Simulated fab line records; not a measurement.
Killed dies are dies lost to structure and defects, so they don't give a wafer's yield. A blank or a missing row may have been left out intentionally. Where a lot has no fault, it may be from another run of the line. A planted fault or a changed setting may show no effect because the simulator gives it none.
A lot that was struck, set against a sound lot	flow n5Finfet	38 out of 1938 route steps
Sound: wafers L351.1, L351.2, L351.4. Struck: wafers L352.3, L352.4, L352.5. At the end, the cause is stated.
Per side, at each step with rows, come the tool, then ch with its chambers, and then its first start. Under that, the readings that differ: sound wafers	struck wafers	difference of the means	sigmas: that difference in standard deviations of wafers without a fault.
alike: words and numbers the same on both sides, and readings whose means are apart by under 2 such deviations; not compared: readings that were withheld, readings missing a value for some wafer, numbers with overlapping values and no deviation given by the record, and bounds like >300 which may hide the same value.
A row with sigmas, a row that says differs or no value, or rows on one side alone: a step with any of these is where the two part. When numbers do not overlap yet have no deviation, they are printed without sigmas and do not part them. Lack of a reading on every wafer of one side parts them only where that side has two or more wafers.

first, 9 steps without rows for these wafers: N5_DUMMY_REMOVAL_HM_STRIP_01 (strips SiNx in CH3F/O2, stops on poly-Si, target depth 4 nm, time 6.8 s); N5_DUMMY_REMOVAL_STRIP_10 (strips in N2/H2, time 40 s); N5_DUMMY_REMOVAL_PRECLEAN_07 (cleans in dHF, time 30 s); N5_DUMMY_REMOVAL_DUMMY_REMOVE_02 (chemistry TMAH, target poly-Si, stops on SiO2, target depth 142 nm, time 57 s, rinse time 30 s); N5_DUMMY_REMOVAL_PRECLEAN_08 (cleans in NF3:NH3, afs cycles 2, time 20 s, sublimation time 60 s); N5_DUMMY_REMOVAL_PRECLEAN_04 (cleans in DHF, time 37 s); N5_DUMMY_REMOVAL_SRD_05 (time 30 s); N5_HKMG_FIN_IL_REGROW_00 (material SiO2, chemistry O3, target thk 0.75 nm, time 30 s); N5_HKMG_FIN_HK_ALD_01 (deposits HfO2, target thk 1.6 nm, pulse time 3 s, purge time 3 s).
N5_HKMG_FIN_HK_ANNEAL_02: time 30 s.
  sound on rtpAnneal-02 ch 0, day 5 22:58; struck on rtpAnneal-02 ch 0, day 6 05:52
reading	sound	struck	difference	sigmas
lampPowerPct (%)	8.77 8.87 8.77	9.94 9.86 9.91	+1.10	+21
lamp_zone_1_pct (%)	8.795 8.787 8.794	9.879 9.861 9.877	+1.080	+83
lamp_zone_2_pct (%)	8.802 8.804 8.798	9.902 9.908 9.882	+1.096	+99 or more
lamp_zone_3_pct (%)	8.783 8.797 8.806	9.898 9.893 9.914	+1.106	+92
lamp_zone_4_pct (%)	8.790 8.794 8.792	9.881 9.882 9.874	+1.087	+91
lamp_zone_5_pct (%)	8.805 8.814 8.792	9.895 9.885 9.884	+1.084	+99
lamp_zone_6_pct (%)	8.726 8.720 8.713	9.797 9.790 9.821	+1.083	+98
lamp_zone_7_pct (%)	9.209 9.200 9.209	10.318 10.357 10.336	+1.131	+94
  alike: wafer_temp_C_max
then, 26 steps without rows for these wafers: N5_HKMG_FIN_ALD_74 (deposits La2O3, target thk 0.5 nm, pulse time 6 s, co reactant pulse time 1 s); N5_HKMG_FIN_ALD_75 (deposits Al2O3, target thk 1 nm, co reactant pulse time 1 s); N5_HKMG_FIN_COAT_41 (time 60 s, resist thk 300 nm); N5_HKMG_FIN_COAT_42 (time 60 s, resist thk 35 nm); N5_HKMG_FIN_COAT_43 (resist thk 90 nm); N5_HKMG_FIN_EBR_45; N5_HKMG_FIN_SOFTBAKE_44 (time 60 s); N5_HKMG_FIN_EXPOSE_46 (exposes mask NDIPOLE); N5_HKMG_FIN_PEB_47 (peb time 60 s); N5_HKMG_FIN_DEVELOP_48 (develop time 30 s); N5_HKMG_FIN_DESCUM_53 (chemistry O2, time 7.9 s); N5_HKMG_FIN_ETCH_54 (etches SiARC in CF4, target depth 45.5 nm, time 75.8 s); N5_HKMG_FIN_ETCH_55 (etches SOC in N2/H2, target depth 240 nm, time 300 s); N5_HKMG_FIN_STRIP_56 (strips in N2/H2); N5_HKMG_FIN_STRIP_57 (strips in CF4); N5_HKMG_FIN_ETCH_58 (etches SOC in N2/H2, target depth 215.8 nm, time 741 s); N5_HKMG_FIN_STRIP_93 (strips SOC in N2/H2, time 20 s); N5_HKMG_FIN_WET_ETCH_76 (etches Al2O3 in dNH4OH, stops on La2O3, target depth 2.25 nm, rinse time 30 s); N5_HKMG_FIN_STRIP_60 (strips in N2/H2, time 360 s); N5_HKMG_FIN_WET_ETCH_77 (etches La2O3 in dHCl, stops on HfO2, target depth 2 nm); N5_HKMG_FIN_WET_ETCH_78 (etches Al2O3 in dNH4OH, stops on La2O3, target depth 4.5 nm, rinse time 30 s); N5_HKMG_FIN_ALD_79 (deposits TiN, target thk 1.5 nm, pulse time 1 s, purge time 3 s); N5_HKMG_FIN_CVD_62 (deposits a-Si from Si2H6, target thk 3 nm, time 20.8 s); N5_HKMG_FIN_RTA_80 (time 2 s); N5_HKMG_FIN_PRECLEAN_64 (cleans in dHF, time 30 s); N5_HKMG_FIN_WET_ETCH_65 (etches a-Si in TMAH, stops on TiN, time 49 s, target depth 3 nm).
-- here the record skips 4 days between the struck wafers' starts before and after, leaving off in module HKMG_FIN and picking up in module BEOL_M4 (first step shown: number 1111 of the route) --
N5_BEOL_M4_RC_MEAS_101:
  sound on prober-02 ch 0, day 9 22:53; struck on prober-02 ch 0, day 10 02:32
reading	sound	struck	difference	sigmas
RS_SD_N (ohm/sq)	28.5 28.2 28.7	29.9 30.0 29.7	+1.4	+4
VT_P (mV)	-253 -256 -252	-247 -246 -249	+6	+2
  alike: DIBL_N, DIBL_P, IOFF_N, IOFF_P, ION_N, ION_P, SS_N, SS_P, VT_N
-- here the record skips 5 days between the struck wafers' starts before and after, leaving off in module BEOL_M4 and picking up in module PASSIVATION (first step shown: number 1936 of the route) --
N5_PASSIVATION_PROBE_49:
  record: rows for the struck wafers here (prober-01, day 14 21:02), none for the sound ones

## WHERE THEY PART
At N5_HKMG_FIN_HK_ANNEAL_02 first; at N5_PASSIVATION_PROBE_49 last (within this record only).

WHY: whatever the simulator had introduced
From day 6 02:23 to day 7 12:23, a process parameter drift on rtpAnneal-02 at N5_HKMG_FIN_HK_ANNEAL_02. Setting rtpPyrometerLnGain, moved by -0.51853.
